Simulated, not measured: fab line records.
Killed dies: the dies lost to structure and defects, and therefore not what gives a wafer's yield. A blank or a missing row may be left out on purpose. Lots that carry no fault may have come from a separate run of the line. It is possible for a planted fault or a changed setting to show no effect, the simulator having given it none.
fab line records | flow nandHarc
record: lots: 14 | wafers: 42 | lastDay: 25
route steps=1159 shown A_CHANNEL_FILL_D1@513 A_STAIRCASE@531
lots that met no fault: taken from a fault-free run of the same line
startH: the number of hours between the record's first day and the start of the first shown wafer of the lot | waitH: time in hours since the lot's previous step | " the same as in the row above | L1.1+2: several wafers, shown together as one row | - either no value or no given start | * or withheld: withheld | < > ~ a bound
route shown NAME@n: a module of which the file shows steps, and the number in the route of the first | usual: mean/standard deviation taken from wafers without a fault | same: alike in all rows | chamber/n: place in a boat | sites: the reading at each site | _std_site: the values' standard deviation | _edge_site: the outer-site mean with the inner-site mean subtracted | radiusMm: for every site, how far away it sits from the centre of the wafer | mask NAME#n: copy n | behind: the most recent tool/chamber to have shaped the wafer | hold: reason for holding the lot/hours on hold/outcome of the hold | device: which transistor (n, p or np) failed to switch | end of line: tests run on the same wafers once the route is complete | a step given without rows: its recipe and nothing more | killed: dies that structure and defects cost at the first sort, which is not the same as the wafer's yield | map: shows each die of a wafer: x if killed, . if not, _ if none is there
set.NAME: the run value of the setting; set.NAME@STEP: its run value at that earlier step | model.NAME: the simulator's own value behind a step, which no gauge read
the route's steps for a sample of lots (tables are steps, rows are wafers)
services: when a tool's chamber went out of use (startH, in hours from the record's first day, below 0 if earlier), for how many hours, and the reason
== steps ==
step: NHARC_A_CHANNEL_FILL_D1_CMP_10
recipe: targetThkNm: 150
usual: motorCurrentA: 12.6/1.1 | slurryFilterDpKPa: 13.52/0.14 | timeToEndpointS: 16.2/2.6
lot.wafer | tool   | chamber | startH | waitH | motorCurrentA | slurryFilterDpKPa | timeToEndpointS
L516.4    | cmp-03 | 0       | 286.05 | 0.4   | 12.6          | 13.41             | 15.3
L516.1    | "      | 3       | "      | "     | 13.0          | 13.26             | 18.2
L516.6    | "      | 0       | "      | "     | 12.2          | 13.74             | 14.4
L515.2    | cmp-02 | 1       | 286.10 | 0.4   | 13.9          | 13.56             | 14.4
L515.3    | "      | 2       | "      | "     | 12.8          | 13.64             | 18.7
L515.5    | "      | 3       | "      | "     | 13.1          | 13.58             | 16.3
L519.3    | cmp-03 | 3       | 312.10 | 0.4   | 13.0          | 13.44             | 20.8
L519.1    | "      | 0       | "      | "     | 12.5          | 13.45             | 18.3
L519.5    | "      | 3       | "      | "     | 13.8          | 13.59             | 20.2
L520.3    | cmp-01 | 0       | 312.13 | 0.4   | 14.0          | 13.43             | 11.6
L520.6    | "      | 2       | "      | "     | 11.3          | 13.59             | 13.0
L520.5    | "      | 3       | "      | "     | 11.5          | 13.49             | 9.2
L518.1    | cmp-01 | 0       | 315.65 | 0.4   | 14.8          | 13.58             | 17.5
L518.6    | "      | 2       | "      | "     | 10.5          | 13.26             | 16.9
L518.5    | "      | 3       | "      | "     | 11.6          | 13.46             | 16.1
L521.1    | cmp-03 | 0       | 324.74 | 0.4   | 12.3          | 13.40             | 13.2
L521.3    | "      | 3       | "      | "     | 13.3          | 13.52             | 16.7
L521.6    | "      | 1       | "      | "     | 11.7          | 13.56             | 13.9
L524.2    | cmp-01 | 1       | 332.40 | 0.4   | 11.7          | 13.38             | 13.6
L524.4    | "      | 2       | "      | "     | 11.5          | 13.44             | 10.7
L524.5    | "      | 3       | "      | "     | 11.6          | 13.44             | 12.2
L525.4    | cmp-03 | 0       | 332.42 | 0.4   | 12.3          | 13.43             | 15.9
L525.6    | "      | 1       | "      | "     | 11.5          | 13.62             | 14.0
L525.5    | "      | 2       | "      | "     | 12.4          | 13.58             | 18.0
L522.2    | cmp-01 | 3       | 339.41 | 0.4   | 11.4          | 13.81             | 14.7
L522.1    | "      | 2       | "      | "     | 10.9          | 13.38             | 16.9
L522.6    | "      | 3       | "      | "     | 11.3          | 13.49             | 15.1
L523.1    | cmp-03 | 0       | 339.41 | 0.4   | 12.3          | 13.76             | 16.8
L523.3    | "      | 1       | "      | "     | 12.7          | 13.42             | 15.7
L523.4    | "      | 2       | "      | "     | 12.2          | 13.19             | 21.9
L527.2    | cmp-01 | 1       | 354.98 | 0.4   | 11.8          | 13.37             | 18.7
L527.4    | "      | 2       | "      | "     | 11.0          | 13.59             | 15.8
L527.1    | "      | 3       | "      | "     | 11.3          | 13.51             | 18.3
L526.4    | cmp-03 | 2       | 358.36 | 0.4   | 13.1          | 13.40             | 16.0
L526.3    | "      | 0       | "      | "     | 12.5          | 13.50             | 10.9
L526.5    | "      | 2       | "      | "     | 12.7          | 13.37             | 18.6
L529.1    | cmp-03 | 1       | 371.18 | 0.4   | 12.4          | 13.45             | 13.7
L529.6    | "      | 1       | "      | "     | 12.1          | 13.52             | 15.6
L529.5    | "      | 2       | "      | "     | 12.7          | 13.62             | 21.4
L528.3    | cmp-02 | 2       | 371.20 | 0.4   | 12.4          | 13.87             | 17.9
L528.6    | "      | 2       | "      | "     | 12.3          | 13.54             | 19.2
L528.5    | "      | 3       | "      | "     | 12.6          | 13.44             | 17.2
step: NHARC_A_STAIRCASE_ETCH_169
recipe: targetDepthA: 500 | timeS: 107.1 | ionEnergyEv: 120 | ch3fFlowSccm: 50 | o2FlowSccm: 30 | arFlowSccm: 200 | rfW: 500 | biasW: 100 | chemistry: CH3F/O2
usual: drypumpMotorCurrentA: 5.7/0.31 | oesProductAu: 0.942/0.021 | rfVppV: 245.1/1.4 | showerheadPlenumPTorr: 2.51/0.082 | throttleValvePct: 20.663/0.0096
lot.wafer | tool       | chamber | startH | waitH | drypumpMotorCurrentA | oesProductAu | rfHoursCounterH | rfVppV | showerheadPlenumPTorr | throttleValvePct
L515.2    | rieDiel-04 | 1       | 287.80 | 0.1   | 5.6                  | 0.920        | 67              | 246.2  | 2.53                  | 20.664
L515.3    | "          | 0       | "      | "     | 5.5                  | 0.918        | 62              | 244.9  | 2.49                  | 20.662
L515.5    | "          | 2       | "      | "     | 6.2                  | 0.918        | -               | 245.2  | 2.47                  | 20.653
L516.1    | rieDiel-12 | 2       | 288.01 | 0.1   | 5.5                  | 0.951        | 27              | 245.9  | 2.62                  | 20.654
L516.4    | "          | 0       | "      | "     | 5.7                  | 0.929        | 23              | 243.6  | 2.39                  | 20.662
L516.6    | "          | 3       | "      | "     | 5.2                  | 0.925        | -               | 245.8  | 2.59                  | 20.665
L520.3    | rieDiel-04 | 2       | 313.86 | 0.1   | 6.1                  | 0.962        | 3               | 244.2  | 2.47                  | 20.663
L520.5    | "          | 2       | "      | "     | 6.1                  | 0.964        | -               | 245.0  | 2.47                  | 20.670
L520.6    | "          | 3       | "      | "     | 5.7                  | 0.982        | -               | 244.0  | 2.44                  | 20.656
L519.1    | rieDiel-12 | 3       | 314.11 | 0.1   | 5.2                  | 0.940        | 34              | 245.6  | 2.58                  | 20.669
L519.3    | "          | 1       | "      | "     | 6.0                  | 0.939        | 34              | 245.0  | 2.40                  | 20.675
L519.5    | "          | 2       | "      | "     | 5.5                  | 0.951        | -               | 245.6  | 2.62                  | 20.658
L518.1    | rieDiel-04 | 0       | 317.70 | 0.1   | 5.5                  | 0.946        | 5               | 244.2  | 2.49                  | 20.670
L518.6    | "          | 2       | "      | "     | 6.2                  | 0.941        | -               | 244.3  | 2.47                  | 20.670
L518.5    | "          | 3       | "      | "     | 5.8                  | 0.973        | -               | 243.4  | 2.44                  | 20.665
L521.1    | rieDiel-12 | 1       | 326.57 | 0.1   | 6.0                  | 0.941        | 40              | 242.4  | 2.40                  | 20.657
L521.3    | "          | 2       | "      | "     | 5.6                  | 0.968        | 41              | 246.5  | 2.62                  | 20.669
L521.6    | "          | 0       | "      | "     | 5.7                  | 0.935        | -               | 244.0  | 2.39                  | 20.652
L524.4    | rieDiel-08 | 1       | 334.17 | 0.1   | 5.7                  | 0.978        | 11              | 246.9  | 2.59                  | 20.644
L524.2    | "          | 2       | "      | "     | 5.5                  | 0.947        | 5               | 245.9  | 2.58                  | 20.677
L524.5    | "          | 1       | "      | "     | 5.7                  | 0.961        | -               | 245.5  | 2.59                  | 20.668
L525.4    | rieDiel-12 | 1       | 334.61 | 0.6   | 6.0                  | 0.906        | 43              | 244.5  | 2.40                  | 20.679
L525.6    | "          | 1       | "      | "     | 6.0                  | 0.918        | -               | 244.2  | 2.40                  | 20.678
L525.5    | "          | 2       | "      | "     | 5.5                  | 0.921        | -               | 247.0  | 2.61                  | 20.663
L522.1    | rieDiel-04 | 0       | 341.16 | 0.1   | 5.5                  | 0.930        | 16              | 243.9  | 2.48                  | 20.672
L522.2    | "          | 1       | "      | "     | 5.6                  | 0.938        | 14              | 245.6  | 2.52                  | 20.649
L522.6    | "          | 3       | "      | "     | 5.8                  | 0.966        | -               | 243.8  | 2.43                  | 20.664
L523.1    | rieDiel-12 | 2       | 341.47 | 0.2   | 5.5                  | 0.925        | 47              | 246.6  | 2.61                  | 20.673
L523.3    | "          | 0       | "      | "     | 5.6                  | 0.919        | 41              | 243.5  | 2.39                  | 20.663
L523.4    | "          | 1       | "      | "     | 6.0                  | 0.920        | 46              | 243.7  | 2.40                  | 20.659
L527.4    | rieDiel-08 | 2       | 356.78 | 0.1   | 5.5                  | 0.945        | 13              | 245.8  | 2.58                  | 20.665
L527.1    | "          | 3       | "      | "     | 6.2                  | 0.950        | 19              | 246.8  | 2.54                  | 20.663
L527.2    | "          | 1       | "      | "     | 5.7                  | 0.953        | 15              | 245.4  | 2.59                  | 20.656
L526.4    | rieDiel-08 | 2       | 360.13 | 0.1   | 5.5                  | 0.930        | 16              | 243.4  | 2.58                  | 20.665
L526.3    | "          | 3       | "      | "     | 6.2                  | 0.927        | 21              | 245.7  | 2.54                  | 20.651
L526.5    | "          | 2       | "      | "     | 5.4                  | 0.924        | -               | 244.6  | 2.58                  | 20.657
L529.1    | rieDiel-08 | 0       | 372.94 | 0.1   | 5.2                  | 0.981        | 25              | 243.2  | 2.41                  | 20.687
L529.5    | "          | 2       | "      | "     | 5.5                  | 0.974        | -               | 247.4  | 2.58                  | 20.658
L529.6    | "          | 3       | "      | "     | 6.2                  | 0.972        | -               | 247.4  | 2.54                  | 20.659
L528.3    | rieDiel-12 | 1       | 373.10 | 0.1   | 6.0                  | 0.909        | 58              | 243.7  | 2.39                  | 20.669
L528.6    | "          | 0       | "      | "     | 5.7                  | 0.909        | -               | 242.0  | 2.38                  | 20.684
L528.5    | "          | 1       | "      | "     | 5.9                  | 0.917        | -               | 243.8  | 2.39                  | 20.658
step: NHARC_A_STAIRCASE_PEB_07
recipe: pebTempC: 115 | pebTimeS: 130
usual: chillPlateTempC: 22.99/0.1 | exhaustPa: 45.2/0.96 | heaterPowerTotalW: 123.84/0.21
lot.wafer | tool          | chamber | startH | waitH | chillPlateTempC | exhaustPa | heaterPowerTotalW
L515.2    | lithoTrack-03 | -       | 289.32 | 0.1   | -               | -         | -
L515.3    | "             | -       | "      | "     | -               | -         | -
L515.5    | "             | -       | "      | "     | -               | -         | -
L516.1    | lithoTrack-05 | -       | 289.60 | 0.1   | -               | -         | -
L516.4    | "             | -       | "      | "     | -               | -         | -
L516.6    | "             | -       | "      | "     | -               | -         | -
L520.3    | lithoTrack-03 | 0       | 315.33 | 0.1   | 22.91           | 44.4      | 123.87
L520.5    | "             | 0       | "      | "     | 22.78           | 45.5      | 124.07
L520.6    | "             | 0       | "      | "     | 22.87           | 46.4      | 123.99
L519.1    | lithoTrack-07 | 0       | 315.58 | 0.1   | 23.16           | 46.4      | 123.96
L519.3    | "             | 0       | "      | "     | 23.13           | 45.7      | 123.59
L519.5    | "             | 0       | "      | "     | 23.10           | 46.5      | 123.96
L518.1    | lithoTrack-03 | 0       | 319.12 | 0.1   | 23.01           | 45.2      | 124.08
L518.5    | "             | 0       | "      | "     | 22.92           | 46.1      | 124.03
L518.6    | "             | 0       | "      | "     | 23.05           | 45.3      | 124.06
L521.1    | lithoTrack-05 | 0       | 327.87 | 0.1   | 22.93           | 42.9      | 124.03
L521.3    | "             | 0       | "      | "     | 23.05           | 45.9      | 123.79
L521.6    | "             | 0       | "      | "     | 22.93           | 45.0      | 123.73
L524.2    | lithoTrack-07 | 0       | 335.63 | 0.1   | 22.99           | 43.8      | 124.02
L524.4    | "             | 0       | "      | "     | 23.08           | 44.9      | 123.97
L524.5    | "             | 0       | "      | "     | 23.22           | 45.0      | 123.91
L525.4    | lithoTrack-05 | 0       | 336.08 | 0.0   | 22.93           | 45.8      | 124.08
L525.5    | "             | 0       | "      | "     | 23.06           | 45.5      | 124.04
L525.6    | "             | 0       | "      | "     | 22.84           | 44.8      | 123.97
L522.1    | lithoTrack-07 | 0       | 342.56 | 0.1   | 22.95           | 45.2      | 123.46
L522.2    | "             | 0       | "      | "     | 22.98           | 44.8      | 124.03
L522.6    | "             | 0       | "      | "     | 22.89           | 45.4      | 124.03
L523.1    | lithoTrack-05 | 0       | 342.83 | 0.1   | 22.90           | 45.6      | 123.93
L523.3    | "             | 0       | "      | "     | 22.92           | 46.2      | 123.46
L523.4    | "             | 0       | "      | "     | 22.83           | 46.2      | 123.92
L527.1    | lithoTrack-03 | 0       | 359.46 | 0.1   | 23.05           | 43.4      | 123.72
L527.2    | "             | 0       | "      | "     | 22.96           | 44.5      | 123.70
L527.4    | "             | 0       | "      | "     | 23.07           | 43.4      | 123.85
L526.3    | lithoTrack-05 | 0       | 361.95 | 0.0   | 23.19           | 45.7      | 124.08
L526.4    | "             | 0       | "      | "     | 23.02           | 46.3      | 123.91
L526.5    | "             | 0       | "      | "     | 23.07           | 45.0      | 123.99
L529.1    | lithoTrack-05 | 0       | 374.37 | 0.1   | 23.00           | 45.2      | 124.05
L529.5    | "             | 0       | "      | "     | 22.99           | 44.8      | 123.97
L529.6    | "             | 0       | "      | "     | 23.05           | 45.9      | 123.61
L528.3    | lithoTrack-07 | 0       | 374.64 | 0.1   | 22.97           | 43.8      | 124.02
L528.5    | "             | 0       | "      | "     | 23.06           | 44.8      | 123.70
L528.6    | "             | 0       | "      | "     | 22.89           | 43.7      | 123.97
step: NHARC_A_STAIRCASE_TRIM_14
recipe: timeS: 211.2 | o2FlowSccm: 500 | arFlowSccm: 0 | biasW: 0 | chemistry: O2
usual: drypumpMotorCurrentA: 5.68/0.3 | oesProductAu: 0.998/0.0098 | rfVppV: 57.9/0.82 | showerheadPlenumPTorr: 3.58/0.11 | throttleValvePct: 17.037/0.0088
lot.wafer | tool       | chamber | startH | waitH | drypumpMotorCurrentA | oesProductAu | rfHoursCounterH | rfVppV | showerheadPlenumPTorr | throttleValvePct
L515.3    | rieDiel-12 | 2       | -      | -     | 5.58                 | 0.998        | 27              | 57.4   | 3.75                  | 17.037
L515.2    | "          | 3       | "      | "     | 5.21                 | 1.000        | 27              | 56.9   | 3.71                  | 17.041
L515.5    | "          | 1       | "      | "     | 5.95                 | 0.992        | -               | 57.2   | 3.45                  | 17.039
L516.4    | rieDiel-12 | 3       | -      | -     | 5.23                 | 0.999        | 27              | 57.7   | 3.71                  | 17.022
L516.1    | "          | 2       | "      | "     | 5.51                 | 1.001        | 28              | 57.9   | 3.75                  | 17.041
L516.6    | "          | 3       | "      | "     | 5.24                 | 0.996        | -               | 58.3   | 3.71                  | 17.034
L520.3    | rieDiel-12 | 0       | -      | -     | 5.64                 | 1.006        | 30              | 57.7   | 3.44                  | 17.047
L520.5    | "          | 1       | "      | "     | 6.02                 | 0.986        | -               | 58.8   | 3.45                  | 17.031
L520.6    | "          | 2       | "      | "     | 5.57                 | 0.995        | -               | 59.2   | 3.75                  | 17.027
L519.3    | rieDiel-12 | 3       | -      | -     | 5.25                 | 0.982        | 34              | 58.0   | 3.70                  | 17.023
L519.1    | "          | 2       | "      | "     | 5.58                 | 0.999        | 36              | 57.2   | 3.75                  | 17.023
L519.5    | "          | 3       | "      | "     | 5.21                 | 0.984        | -               | 58.7   | 3.70                  | 17.040
L518.1    | rieDiel-04 | 2       | -      | -     | 6.13                 | 1.006        | 5               | 58.3   | 3.54                  | 17.029
L518.5    | "          | 1       | "      | "     | 5.63                 | 0.999        | -               | 56.3   | 3.62                  | 17.036
L518.6    | "          | 2       | "      | "     | 6.15                 | 1.011        | -               | 57.9   | 3.54                  | 17.052
L521.3    | rieDiel-08 | 1       | -      | -     | 5.69                 | 1.000        | 9               | 58.2   | 3.71                  | 17.042
L521.1    | "          | 0       | "      | "     | 5.22                 | 1.010        | 9               | 56.3   | 3.46                  | 17.032
L521.6    | "          | 0       | "      | "     | 5.24                 | 1.012        | -               | 56.3   | 3.46                  | 17.039
L524.4    | rieDiel-04 | 2       | -      | -     | 6.16                 | 0.997        | 11              | 58.6   | 3.54                  | 17.034
L524.2    | "          | 0       | "      | "     | 5.56                 | 0.981        | 13              | 58.9   | 3.56                  | 17.037
L524.5    | "          | 2       | "      | "     | 6.17                 | 0.994        | -               | 58.0   | 3.54                  | 17.043
L525.4    | rieDiel-08 | 1       | -      | -     | 5.72                 | 1.016        | 12              | 58.3   | 3.71                  | 17.036
L525.6    | "          | 3       | "      | "     | 6.14                 | 1.000        | -               | 59.8   | 3.65                  | 17.024
L525.5    | "          | 0       | "      | "     | 5.23                 | 1.013        | -               | 57.8   | 3.46                  | 17.036
L522.1    | rieDiel-12 | 3       | -      | -     | 5.19                 | 0.984        | 47              | 58.3   | 3.70                  | 17.042
L522.2    | "          | 0       | "      | "     | 5.66                 | 0.981        | 42              | 59.2   | 3.43                  | 17.038
L522.6    | "          | 0       | "      | "     | 5.65                 | 0.998        | -               | 58.2   | 3.43                  | 17.049
L523.3    | rieDiel-08 | 0       | -      | -     | 5.23                 | 1.016        | 15              | 57.2   | 3.46                  | 17.038
L523.1    | "          | 2       | "      | "     | 5.51                 | 1.003        | 8               | 58.7   | 3.70                  | 17.034
L523.4    | "          | 0       | "      | "     | 5.26                 | 1.012        | -               | 58.0   | 3.46                  | 17.034
L527.4    | rieDiel-12 | 0       | -      | -     | 5.63                 | 0.990        | 50              | 57.0   | 3.43                  | 17.041
L527.2    | "          | 2       | "      | "     | 5.53                 | 0.989        | 54              | 57.8   | 3.74                  | 17.041
L527.1    | "          | 3       | "      | "     | 5.20                 | 0.984        | 53              | 57.8   | 3.69                  | 17.042
L526.3    | rieDiel-04 | 1       | -      | -     | 5.64                 | 0.987        | 22              | 57.8   | 3.61                  | 17.030
L526.4    | "          | 2       | "      | "     | 6.16                 | 0.998        | 20              | 57.3   | 3.54                  | 17.032
L526.5    | "          | 0       | "      | "     | 5.57                 | 0.989        | -               | 56.9   | 3.56                  | 17.024
L529.1    | rieDiel-12 | 2       | -      | -     | 5.52                 | 1.004        | 58              | 58.6   | 3.74                  | 17.034
L529.5    | "          | 2       | "      | "     | 5.51                 | 1.003        | -               | 56.5   | 3.74                  | 17.046
L529.6    | "          | 3       | "      | "     | 5.24                 | 1.000        | -               | 58.0   | 3.69                  | 17.044
L528.3    | rieDiel-04 | 0       | -      | -     | 5.56                 | 0.980        | 27              | 57.7   | 3.55                  | 17.053
L528.6    | "          | 3       | "      | "     | 5.75                 | 1.009        | -               | 56.5   | 3.49                  | 17.043
L528.5    | "          | 0       | "      | "     | 5.56                 | 0.971        | -               | 57.1   | 3.55                  | 17.039
== services ==
tool          | chamber | startH | hours | kind
cmp-01        | -       | 271.49 | 1.4   | repair
cmp-01        | -       | 277.50 | 4.0   | pm
cmp-02        | -       | 277.91 | 6.2   | repair
rieDiel-12    | 0       | 285.58 | -     | clean
rieDiel-12    | 1       | 285.58 | -     | clean
rieDiel-12    | 2       | 285.58 | -     | clean
rieDiel-12    | 3       | 285.58 | -     | clean
rieDiel-04    | -       | 288.92 | 9.0   | pm
rieDiel-08    | -       | 301.86 | 9.0   | pm
rieDiel-12    | 0       | 310.08 | -     | clean
rieDiel-12    | 1       | 310.08 | -     | clean
rieDiel-12    | 2       | 310.08 | -     | clean
rieDiel-12    | 3       | 310.08 | -     | clean
rieDiel-08    | -       | 312.16 | 1.9   | repair
cmp-03        | -       | 314.95 | 2.6   | repair
cmp-02        | -       | 324.76 | 4.0   | pm
rieDiel-12    | 0       | 334.61 | -     | clean
rieDiel-12    | 1       | 334.61 | -     | clean
rieDiel-12    | 2       | 334.61 | -     | clean
rieDiel-08    | 1       | 338.56 | 8.3   | repair
cmp-01        | -       | 351.37 | 0.5   | repair
cmp-03        | -       | 352.13 | 4.0   | pm
lithoTrack-07 | -       | 364.00 | 7.0   | pm
cmp-03        | -       | 373.34 | 1.2   | repair
== key ==
firstSign: step: NHARC_A_STAIRCASE_PEB_07 | reading: toolRecord | direction: missing
effect none on later readings
metAt NHARC_A_STAIRCASE_PEB_07
struckLots L515,L516
laterRowsLeftOut L515.2,L515.3,L515.5,L516.1,L516.4,L516.6
sortLeftOut L515.2,L515.3,L515.5,L516.1,L516.4,L516.6
testerLeftOut L515,L516
notActingAt NHARC_A_CHANNEL_FILL_D1_CMP_10,NHARC_A_STAIRCASE_ETCH_169,NHARC_A_STAIRCASE_TRIM_14
fault: kind: skippedStepWhole | tool: lithoTrack-03,lithoTrack-05 | chamber: - | onsetH: 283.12 | steps: NHARC_A_STAIRCASE_PEB_07 | scope: struckLotsOnly
testerLeftOut: of these lots the tester's yield and bins aren't shown, on N5 and GAA mostly nor the transistor test; their killed dies are dies lost to structure and defects alone, not to doping, threshold or leakage, so they don't give the yield
sortLeftOut: the simulated sort isn't trusted on such a fault, so these wafers' sort isn't shown, and their yield isn't known
laterRowsLeftOut: the simulator's readings of these wafers behind a module that went badly wrong aren't trusted and aren't shown, but for the sort
